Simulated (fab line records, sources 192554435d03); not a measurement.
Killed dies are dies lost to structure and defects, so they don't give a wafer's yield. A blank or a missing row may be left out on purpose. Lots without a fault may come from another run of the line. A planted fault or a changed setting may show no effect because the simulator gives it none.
fab line records | flow n5_finfet
record lots=24 wafers=72 last_day=17
route steps=1938 shown BEOL_M14@1736 BEOL_M15@1774
lots that met no fault: from a run of the same line without faults
start_h: hours from the record's first day to the start of the lot's first wafer shown | wait_h: hours since the lot's step before | " the same as in the row above | L1.1+2: a row that stands for several wafers | - no value, or no start given | * or withheld: withheld | < > ~ a bound
route shown NAME@n: a module of which the file shows steps, and the number in the route of the first | usual: mean/standard deviation of fault-free wafers | same: alike in all rows | chamber/n: place in a boat | sites: the reading at each site | _std_site: their standard deviation | _edge_site: outer sites' mean less inner sites' | radius_mm: how far each site lies from the wafer's centre | mask NAME#n: copy n | behind: the tool/chamber that last shaped the wafer | hold: why the lot was held/for how many hours/how that ended | device: the transistor (n, p or np) that didn't switch | end of line: the same wafers' tests at the end of the route | a step without rows: its recipe alone | killed: dies lost to structure and defects at the first sort, not the wafer's yield | map: a wafer's dies, x killed, . not, _ none there
set.NAME: the setting as run; set.NAME@STEP: as run at that earlier step | model.NAME: the simulator's own value behind a step, which no gauge read
steps of the route over a sample of lots; a table a step, a row a wafer
services: from which hour (start_h, from the record's first day; less than 0 if before it) a tool's chamber was out of use, for how many hours, and why
## steps
# step N5_BEOL_M14_CD_MEAS_17
# recipe target_cd_nm=250 polarity=opening
# usual cd_nm=249.9/2.7
# columns lot.wafer tool chamber start_h wait_h cd_nm
L076.1 cd_sem-01 - 244.08 0.0 244.6
L076.3 " - " " 246.1
L076.5 " - " " 251.0
L075.1 cd_sem-03 - 252.54 0.0 244.2
L075.3 " - " " 246.3
L075.5 " - " " 247.7
L074.2 cd_sem-01 - 254.58 0.0 252.4
L074.3 " - " " 249.7
L074.5 " - " " 250.1
L081.2 cd_sem-01 - 276.69 0.0 254.9
L081.3 " - " " 253.8
L081.5 " - " " 250.1
L077.1 cd_sem-03 - 277.26 0.0 245.9
L077.3 " - " " 255.3
L077.6 " - " " 250.1
L078.1 cd_sem-01 - 277.99 0.0 253.4
L078.3 " - " " 250.8
L078.6 " - " " 251.1
L079.1 cd_sem-03 - 283.85 0.0 249.8
L079.3 " - " " 251.0
L079.6 " - " " 254.9
L080.1 cd_sem-03 - 284.18 0.0 251.8
L080.3 " - " " 247.3
L080.5 " - " " 246.7
L082.1 cd_sem-01 - 298.32 0.0 249.1
L082.2 " - " " 252.2
L082.3 " - " " 252.7
L084.2 cd_sem-01 - 306.54 0.0 252.6
L084.3 " - " " 251.8
L084.5 " - " " 251.1
L083.2 cd_sem-01 - 307.52 0.0 248.9
L083.4 " - " " 252.7
L083.5 " - " " 246.3
L085.3 cd_sem-01 - 314.06 0.0 252.2
L085.4 " - " " 254.2
L085.6 " - " " 252.8
L086.1 cd_sem-01 - 317.62 0.0 248.2
L086.3 " - " " 251.9
L086.4 " - " " 252.4
L087.1 cd_sem-01 - 321.75 0.0 244.3
L087.3 " - " " 248.8
L087.6 " - " " 250.8
L089.4 cd_sem-03 - 330.01 0.0 251.3
L089.5 " - " " 250.8
L089.6 " - " " 246.7
L088.1 cd_sem-03 - 330.53 0.0 249.2
L088.3 " - " " 249.8
L088.5 " - " " 251.2
L090.1 cd_sem-03 - 331.36 0.0 245.3
L090.2 " - " " 247.9
L090.5 " - " " 252.1
L091.2 cd_sem-03 - 339.93 0.0 253.5
L091.3 " - " " 250.9
L091.4 " - " " 253.0
L093.2 cd_sem-02 - 360.88 0.0 241.5
L093.4 " - " " 248.1
L093.5 " - " " 248.9
L092.2 cd_sem-02 - 361.30 0.0 248.7
L092.5 " - " " 244.8
L092.6 " - " " 247.6
L095.1 cd_sem-01 - 367.24 0.0 246.1
L095.3 " - " " 249.6
L095.4 " - " " 246.8
L094.1 cd_sem-02 - 367.60 0.0 247.7
L094.4 " - " " 255.3
L094.6 " - " " 254.5
L096.1 cd_sem-03 - 374.28 0.0 248.4
L096.3 " - " " 248.7
L096.4 " - " " 248.1
L097.2 cd_sem-01 - 376.47 0.0 253.9
L097.5 " - " " 251.4
L097.6 " - " " 251.1
# step N5_BEOL_M14_OVL_MEAS_29
# recipe points_per_wafer=44
# usual M14_OVL=3/4.6
# columns lot.wafer tool chamber start_h wait_h M14_OVL[nm]
L076.1 overlay-01 0 244.43 0.0 -3
L076.3 " 0 " " 0
L076.5 " 0 " " 1
L075.1 overlay-02 0 253.03 0.0 1
L075.3 " 0 " " 1
L075.5 " 0 " " 0
L074.2 overlay-01 0 254.94 0.0 5
L074.3 " 0 " " -4
L074.5 " 0 " " 5
L081.2 overlay-01 0 277.17 0.0 -5
L081.3 " 0 " " 2
L081.5 " 0 " " 3
L077.1 overlay-01 0 277.74 0.0 -1
L077.3 " 0 " " 0
L077.6 " 0 " " -1
L078.1 overlay-01 0 278.34 0.0 1
L078.3 " 0 " " 4
L078.6 " 0 " " 3
L079.1 overlay-01 0 284.24 0.0 9
L079.3 " 0 " " 4
L079.6 " 0 " " 12
L080.1 overlay-01 0 284.55 0.0 3
L080.3 " 0 " " 5
L080.5 " 0 " " -1
L082.1 overlay-02 0 298.68 0.0 -1
L082.2 " 0 " " 5
L082.3 " 0 " " 4
L084.2 overlay-02 0 307.02 0.0 -4
L084.3 " 0 " " -1
L084.5 " 0 " " -4
L083.2 overlay-02 0 307.88 0.0 1
L083.4 " 0 " " -6
L083.5 " 0 " " -3
L085.3 overlay-02 0 314.54 0.0 4
L085.4 " 0 " " 0
L085.6 " 0 " " 3
L086.1 overlay-02 0 317.97 0.0 3
L086.3 " 0 " " 7
L086.4 " 0 " " 2
L087.1 overlay-02 0 322.24 0.0 0
L087.3 " 0 " " 1
L087.6 " 0 " " 0
L089.4 overlay-01 0 330.49 0.0 0
L089.5 " 0 " " 3
L089.6 " 0 " " -8
L088.1 overlay-02 0 330.88 0.0 11
L088.3 " 0 " " 6
L088.5 " 0 " " 7
L090.1 overlay-02 0 331.72 0.0 8
L090.2 " 0 " " -5
L090.5 " 0 " " 9
L091.2 overlay-01 0 340.29 0.0 -1
L091.3 " 0 " " 5
L091.4 " 0 " " 3
L093.2 overlay-01 0 361.24 0.0 -2
L093.4 " 0 " " -3
L093.5 " 0 " " 6
L092.2 overlay-01 0 361.78 0.0 10
L092.5 " 0 " " 11
L092.6 " 0 " " 12
L095.1 overlay-02 0 367.60 0.0 8
L095.3 " 0 " " 4
L095.4 " 0 " " 3
L094.1 overlay-02 0 367.96 0.0 9
L094.4 " 0 " " 15
L094.6 " 0 " " 13
L096.1 overlay-01 0 374.64 0.0 5
L096.3 " 0 " " 5
L096.4 " 0 " " 0
L097.2 overlay-01 0 376.82 0.0 2
L097.5 " 0 " " 4
L097.6 " 0 " " 3
# step N5_BEOL_M14_OCD_MEAS_35
# usual trench_depth_nm=559/17
# columns lot.wafer tool chamber start_h wait_h trench_depth_nm
L076.1 ocd-01 - 245.25 0.0 550
L076.3 " - " " 540
L076.5 " - " " 578
L075.1 ocd-02 - 253.70 0.0 555
L075.3 " - " " 571
L075.5 " - " " 563
L074.2 ocd-01 - 255.61 0.0 548
L074.3 " - " " 537
L074.5 " - " " 580
L081.2 ocd-01 - 277.84 0.0 537
L081.3 " - " " 548
L081.5 " - " " 551
L077.1 ocd-02 - 278.49 0.0 587
L077.3 " - " " 544
L077.6 " - " " 546
L078.1 ocd-02 - 279.19 0.0 547
L078.3 " - " " 545
L078.6 " - " " 541
L079.1 ocd-01 - 285.14 0.0 565
L079.3 " - " " 553
L079.6 " - " " 565
L080.1 ocd-02 - 285.64 0.0 556
L080.3 " - " " 573
L080.5 " - " " 557
L082.1 ocd-02 - 299.68 0.0 556
L082.2 " - " " 554
L082.3 " - " " 565
L084.2 ocd-02 - 308.04 0.0 543
L084.3 " - " " 540
L084.5 " - " " 544
L083.2 ocd-02 - 308.73 0.0 551
L083.4 " - " " 542
L083.5 " - " " 545
L085.3 ocd-01 - 316.42 0.0 555
L085.4 " - " " 581
L085.6 " - " " 554
L086.1 ocd-01 - 319.76 0.0 545
L086.3 " - " " 547
L086.4 " - " " 548
L087.1 ocd-01 - 322.90 0.0 553
L087.3 " - " " 565
L087.6 " - " " 564
L089.4 ocd-02 - 331.52 0.0 559
L089.5 " - " " 538
L089.6 " - " " 545
L088.1 ocd-02 - 331.89 0.0 578
L088.3 " - " " 599
L088.5 " - " " 597
L090.1 ocd-02 - 332.69 0.0 562
L090.2 " - " " 540
L090.5 " - " " 565
L091.2 ocd-01 - 341.44 0.0 551
L091.3 " - " " 575
L091.4 " - " " 575
L093.2 ocd-01 - 361.91 0.0 570
L093.4 " - " " 560
L093.5 " - " " 544
L092.2 ocd-02 - 362.45 0.0 577
L092.5 " - " " 591
L092.6 " - " " 571
L095.1 ocd-02 - 368.27 0.0 553
L095.3 " - " " 566
L095.4 " - " " 548
L094.1 ocd-01 - 368.62 0.0 540
L094.4 " - " " 537
L094.6 " - " " 543
L096.1 ocd-02 - 375.34 0.0 535
L096.3 " - " " 576
L096.4 " - " " 584
L097.2 ocd-01 - 377.49 0.0 549
L097.5 " - " " 563
L097.6 " - " " 584
# step N5_BEOL_M14_PRE_CLEAN_42
# recipe gas=H2/He time_s=30 temp_c=300
# usual heater_power_w=479/72 susceptor_temp_C=299.98/0.18
# columns lot.wafer tool chamber start_h wait_h heater_power_w susceptor_temp_C
L076.1 pvd_sputter-03 - 246.91 0.0 378 300.05
L076.3 " - " " 499 300.03
L076.5 " - " " 605 300.04
L074.2 pvd_sputter-02 - 256.78 0.0 592 299.98
L074.3 " - " " 543 299.62
L074.5 " - " " 587 300.03
L075.1 pvd_sputter-02 - 257.66 0.0 581 299.86
L075.3 " - " " 457 299.75
L075.5 " - " " 595 299.71
L081.2 pvd_sputter-03 - 281.01 0.0 469 300.18
L081.3 " - " " 373 299.85
L081.5 " - " " 373 300.38
L077.1 pvd_sputter-02 - 281.09 0.0 347 300.12
L077.3 " - " " 581 299.88
L077.6 " - " " 441 299.78
L078.1 pvd_sputter-01 - 281.35 0.0 435 299.72
L078.3 " - " " 466 300.21
L078.6 " - " " 456 299.92
L079.1 pvd_sputter-03 - 288.83 0.0 609 299.96
L079.3 " - " " 481 300.09
L079.6 " - " " 462 299.90
L080.1 pvd_sputter-03 - 289.59 0.0 466 299.96
L080.3 " - " " 379 300.05
L080.5 " - " " 490 299.81
L082.1 pvd_sputter-01 - 302.63 0.0 458 300.05
L082.2 " - " " 441 299.91
L082.3 " - " " 453 299.79
L084.2 pvd_sputter-02 - 310.97 0.0 589 300.32
L084.3 " - " " 337 299.68
L084.5 " - " " 577 300.14
L083.2 pvd_sputter-02 - 311.99 0.0 589 300.03
L083.4 " - " " 438 299.95
L083.5 " - " " 456 300.23
L085.3 pvd_sputter-01 - 318.46 0.0 439 299.72
L085.4 " - " " 518 300.38
L085.6 " - " " 467 300.06
L086.1 pvd_sputter-03 - 320.61 0.0 465 300.26
L086.3 " - " " 371 299.90
L086.4 " - " " 584 299.73
L087.1 pvd_sputter-01 - 326.64 0.0 531 300.17
L087.3 " - " " 435 300.05
L087.6 " - " " 515 300.07
L089.4 pvd_sputter-03 - 332.08 0.0 373 299.99
L089.5 " - " " 461 299.77
L089.6 " - " " 479 300.16
L088.1 pvd_sputter-03 - 333.72 0.0 497 300.16
L088.3 " - " " 381 299.82
L088.5 " - " " 483 299.87
L090.1 pvd_sputter-01 - 334.67 0.0 539 299.92
L090.2 " - " " 475 300.17
L090.5 " - " " 451 299.80
L091.2 pvd_sputter-01 - 342.74 0.0 440 300.12
L091.3 " - " " 462 299.89
L091.4 " - " " 521 299.96
L093.2 pvd_sputter-02 - 364.94 0.0 583 299.75
L093.4 " - " " 523 300.20
L093.5 " - " " 441 300.23
L092.2 pvd_sputter-02 - 367.66 0.0 462 300.16
L092.5 " - " " 583 299.91
L092.6 " - " " 531 300.15
L095.1 pvd_sputter-01 - 370.70 0.0 469 300.04
L095.3 " - " " 465 299.82
L095.4 " - " " 449 299.95
L094.1 pvd_sputter-01 - 371.34 0.0 535 300.09
L094.4 " - " " 467 299.87
L094.6 " - " " 516 299.93
L096.1 pvd_sputter-02 - 377.41 0.0 599 299.89
L096.3 " - " " 443 299.79
L096.4 " - " " 527 300.07
L097.2 pvd_sputter-02 - 381.13 0.0 336 300.16
L097.5 " - " " 544 300.14
L097.6 " - " " 573 299.57
# step N5_BEOL_M15_THK_MEAS_01
# recipe reads=SiO2_of_BEOL_M15_ILD_DEP_00
# usual M15_ILD_THK=1632/24
# columns lot.wafer tool chamber start_h wait_h M15_ILD_THK[nm]
L076.1 film_metro-01 - 248.45 0.1 1603
L076.3 " - " " 1615
L076.5 " - " " 1643
L074.2 film_metro-02 - 258.57 0.1 1594
L074.3 " - " " 1591
L074.5 " - " " 1624
L075.1 film_metro-01 - 259.85 0.1 1612
L075.3 " - " " 1621
L075.5 " - " " 1645
L081.2 film_metro-02 - 283.62 0.1 1596
L081.3 " - " " 1629
L081.5 " - " " 1629
L077.1 film_metro-02 - 283.84 0.2 1596
L077.3 " - " " 1612
L077.6 " - " " 1676
L078.1 film_metro-02 - 284.01 0.3 1597
L078.3 " - " " 1668
L078.6 " - " " 1638
L079.1 film_metro-02 - 290.88 0.1 1597
L079.3 " - " " 1603
L079.6 " - " " 1629
L080.1 film_metro-01 - 291.46 0.2 1612
L080.3 " - " " 1632
L080.5 " - " " 1672
L082.1 film_metro-02 - 304.17 0.1 1604
L082.2 " - " " 1647
L082.3 " - " " 1594
L084.2 film_metro-01 - 312.62 0.1 1673
L084.3 " - " " 1625
L084.5 " - " " 1637
L083.2 film_metro-01 - 313.61 0.1 1598
L083.4 " - " " 1634
L083.5 " - " " 1599
L085.3 film_metro-01 - 320.01 0.1 1617
L085.4 " - " " 1668
L085.6 " - " " 1631
L086.1 film_metro-02 - 322.62 0.1 1621
L086.3 " - " " 1640
L086.4 " - " " 1646
L087.1 film_metro-01 - 329.36 0.1 1605
L087.3 " - " " 1600
L087.6 " - " " 1681
L089.4 film_metro-02 - 333.60 0.0 1653
L089.5 " - " " 1643
L089.6 " - " " 1650
L088.1 film_metro-02 - 336.05 0.1 1629
L088.3 " - " " 1592
L088.5 " - " " 1666
L090.1 film_metro-02 - 337.38 0.1 1611
L090.2 " - " " 1630
L090.5 " - " " 1658
L091.2 film_metro-01 - 344.28 0.1 1612
L091.3 " - " " 1634
L091.4 " - " " 1655
L093.2 film_metro-02 - 366.65 0.3 1589
L093.4 " - " " 1598
L093.5 " - " " 1610
L092.2 film_metro-02 - 369.20 0.1 1658
L092.5 " - " " 1652
L092.6 " - " " 1663
L095.1 film_metro-02 - 372.24 0.1 1633
L095.3 " - " " 1610
L095.4 " - " " 1642
L094.1 film_metro-01 - 372.88 0.1 1654
L094.4 " - " " 1655
L094.6 " - " " 1674
L096.1 film_metro-01 - 379.06 0.2 1617
L096.3 " - " " 1685
L096.4 " - " " 1647
L097.2 film_metro-02 - 382.83 0.1 1624
L097.5 " - " " 1656
L097.6 " - " " 1659
# step N5_BEOL_M15_STRIP_63
# recipe chemistry=O2 power_w=600 temp_c=60 pressure_mtorr=30 rf_frequency_hz=6e+07 bias_power_w=0 overash_fraction=0.3 o2_flow_sccm=225
# usual drypump_motor_current_A=6.0/0.43 o2_flow_sccm=225.0/0.7 oes_product_au=0.76/0.079 rf_vpp_V=3.6/0.69 showerhead_plenum_p_Torr=2.13/0.062 throttle_valve_pct=16.77/0.25
# columns lot.wafer tool chamber start_h wait_h drypump_motor_current_A o2_flow_sccm oes_product_au rf_hours_counter_h rf_vpp_V showerhead_plenum_p_Torr throttle_valve_pct
L076.1 rie_diel-01 0 - - 5.1 224.8 0.70 202 2.4 2.20 16.83
L076.3 " 1 " " 5.7 224.6 0.92 15 4.1 2.08 16.36
L076.5 " 0 " " 5.1 224.2 0.72 - 4.7 2.20 16.83
L074.2 rie_diel-01 2 - - 5.4 225.3 0.80 95 4.6 2.11 16.89
L074.3 " 0 " " 5.1 225.4 0.71 206 2.7 2.20 16.82
L074.5 " 1 " " 5.6 224.2 0.91 - 2.7 2.08 16.38
L075.1 rie_diel-03 0 - - 6.1 225.4 0.73 183 3.0 2.18 16.65
L075.3 " 1 " " 5.7 224.9 0.72 193 3.6 2.09 17.06
L075.5 " 3 " " 6.6 224.9 0.85 - 3.5 2.23 16.54
L081.2 rie_diel-01 2 - - 5.4 226.4 0.80 104 3.0 2.11 16.92
L081.3 " 1 " " 5.7 224.7 0.89 28 2.2 2.08 16.40
L081.5 " 1 " " 5.6 225.2 0.89 - 3.3 2.08 16.37
L077.1 rie_diel-02 2 - - 6.0 224.8 0.73 210 4.6 2.17 16.90
L077.3 " 1 " " 5.7 224.5 0.71 223 4.3 2.01 17.12
L077.6 " 2 " " 6.0 225.6 0.72 - 2.8 2.17 16.86
L078.1 rie_diel-03 1 - - 5.7 227.0 0.73 200 4.1 2.09 17.08
L078.3 " 0 " " 6.1 223.8 0.73 190 4.0 2.18 16.63
L078.6 " 3 " " 6.6 225.1 0.85 - 2.8 2.22 16.55
L079.1 rie_diel-03 2 - - 6.4 224.1 0.71 197 3.8 2.09 16.79
L079.3 " 1 " " 5.7 224.7 0.71 202 3.3 2.09 17.08
L079.6 " 0 " " 6.1 224.7 0.73 - 3.7 2.18 16.67
L080.1 rie_diel-03 1 - - 5.7 224.3 0.71 202 3.0 2.08 17.06
L080.3 " 3 " " 6.6 226.1 0.84 66 3.5 2.22 16.55
L080.5 " 2 " " 6.4 225.3 0.70 - 3.6 2.09 16.77
L082.1 rie_diel-03 0 - - 6.1 225.2 0.72 198 4.5 2.18 16.67
L082.2 " 1 " " 5.7 225.0 0.71 206 3.1 2.08 17.10
L082.3 " 3 " " 6.6 225.3 0.84 71 4.4 2.22 16.59
L084.2 rie_diel-02 0 - - 5.9 224.1 0.90 27 4.7 2.17 16.54
L084.3 " 3 " " 5.7 224.1 0.68 250 3.1 2.07 17.31
L084.5 " 3 " " 5.7 225.1 0.66 - 4.5 2.07 17.31
L083.2 rie_diel-03 3 - - 6.6 224.6 0.83 74 3.7 2.22 16.58
L083.4 " 0 " " 6.1 226.4 0.72 201 3.4 2.17 16.66
L083.5 " 2 " " 6.4 224.9 0.71 - 4.1 2.09 16.78
L085.3 rie_diel-02 1 - - 5.7 224.6 0.68 233 4.1 2.01 17.16
L085.4 " 0 " " 6.0 224.1 0.88 - 2.3 2.16 16.54
L085.6 " 1 " " 5.7 224.2 0.69 - 4.3 2.01 17.14
L086.1 rie_diel-02 1 - - 5.7 224.9 0.68 234 1.7 2.01 17.13
L086.3 " 2 " " 6.0 223.7 0.71 224 4.0 2.17 16.90
L086.4 " 0 " " 5.9 225.0 0.90 - 3.5 2.16 16.55
L087.1 rie_diel-03 3 - - 6.6 223.8 0.82 80 2.6 2.22 16.60
L087.3 " 1 " " 5.7 224.3 0.70 213 3.1 2.08 17.04
L087.6 " 0 " " 6.1 225.1 0.72 - 3.9 2.17 16.66
L089.4 rie_diel-03 0 - - 6.1 225.8 0.71 208 4.4 2.17 16.70
L089.5 " 3 " " 6.6 225.4 0.84 - 3.7 2.22 16.57
L089.6 " 2 " " 6.4 225.3 0.70 - 4.8 2.08 16.81
L088.1 rie_diel-03 1 - - 5.7 225.3 0.70 216 3.3 2.08 17.10
L088.3 " 3 " " 6.6 225.3 0.82 82 3.8 2.22 16.61
L088.5 " 1 " " 5.7 225.5 0.70 - 3.0 2.08 17.11
L090.1 rie_diel-03 1 - - 5.7 225.6 0.71 216 3.8 2.08 17.08
L090.2 " 3 " " 6.6 224.7 0.82 82 4.4 2.22 16.57
L090.5 " 0 " " 6.1 225.1 0.72 - 5.1 2.17 16.68
L091.2 rie_diel-02 2 - - 5.9 226.3 0.71 232 3.3 2.16 16.93
L091.3 " 0 " " 5.9 225.1 0.87 41 3.7 2.16 16.57
L091.4 " 0 " " 5.9 224.6 0.87 - 3.9 2.16 16.57
L093.2 rie_diel-01 1 - - 5.6 225.8 0.85 55 4.0 2.07 16.41
L093.4 " 0 " " 5.1 225.8 0.69 240 4.1 2.18 16.90
L093.5 " 3 " " 6.3 226.0 0.94 - 3.7 2.02 16.20
L092.2 rie_diel-03 3 - - 6.6 225.5 0.82 92 4.0 2.21 16.61
L092.5 " 1 " " 5.7 225.8 0.69 - 3.6 2.08 17.13
L092.6 " 2 " " 6.4 225.0 0.68 - 2.8 2.08 16.80
L095.1 rie_diel-03 2 - - 6.4 225.0 0.69 223 4.0 2.08 16.83
L095.3 " 0 " " 6.1 224.6 0.71 220 3.4 2.17 16.69
L095.4 " 1 " " 5.7 225.8 0.71 228 3.8 2.08 17.12
L094.1 rie_diel-01 0 - - 5.1 225.4 0.68 242 3.6 2.18 16.89
L094.4 " 0 " " 5.1 224.3 0.68 - 4.6 2.18 16.89
L094.6 " 1 " " 5.6 224.1 0.85 - 3.1 2.07 16.43
L096.1 rie_diel-01 3 - - 6.4 224.3 0.91 31 3.3 2.02 16.21
L096.3 " 2 " " 5.4 224.4 0.78 132 4.7 2.10 16.91
L096.4 " 1 " " 5.6 224.3 0.85 59 4.3 2.07 16.42
L097.2 rie_diel-03 1 - - 5.7 224.7 0.69 232 4.3 2.07 17.11
L097.5 " 0 " " 6.1 225.2 0.70 - 3.5 2.17 16.68
L097.6 " 3 " " 6.6 225.3 0.81 - 3.7 2.21 16.61
## services
# columns tool chamber start_h hours kind
rie_diel-01 3 261.78 - clean
rie_diel-01 3 261.78 - consumable_replace:focus_ring
rie_diel-01 3 261.78 18.0 scheduled_down
rie_diel-01 3 261.78 18.0 vent_cycle
rie_diel-03 - 283.25 0.1 repair
rie_diel-03 1 299.40 1.6 repair
rie_diel-02 1 311.81 7.9 repair
rie_diel-02 3 314.33 6.4 repair
rie_diel-02 3 320.94 - clean
rie_diel-02 3 320.94 - consumable_replace:focus_ring
rie_diel-02 3 320.94 25.9 scheduled_down
rie_diel-02 3 320.94 25.9 vent_cycle
pvd_sputter-02 - 321.23 1.2 repair
pvd_sputter-01 - 330.79 2.4 repair
rie_diel-01 2 344.05 3.6 repair
rie_diel-02 3 358.48 9.0 repair
pvd_sputter-01 - 366.78 2.9 repair
rie_diel-02 1 369.38 - clean
rie_diel-02 1 369.38 - consumable_replace:focus_ring
rie_diel-02 1 369.38 - consumable_replace:showerhead
rie_diel-01 3 371.86 5.6 repair
pvd_sputter-03 - 373.64 2.2 repair
rie_diel-01 - 377.20 0.4 repair
## key
fault none
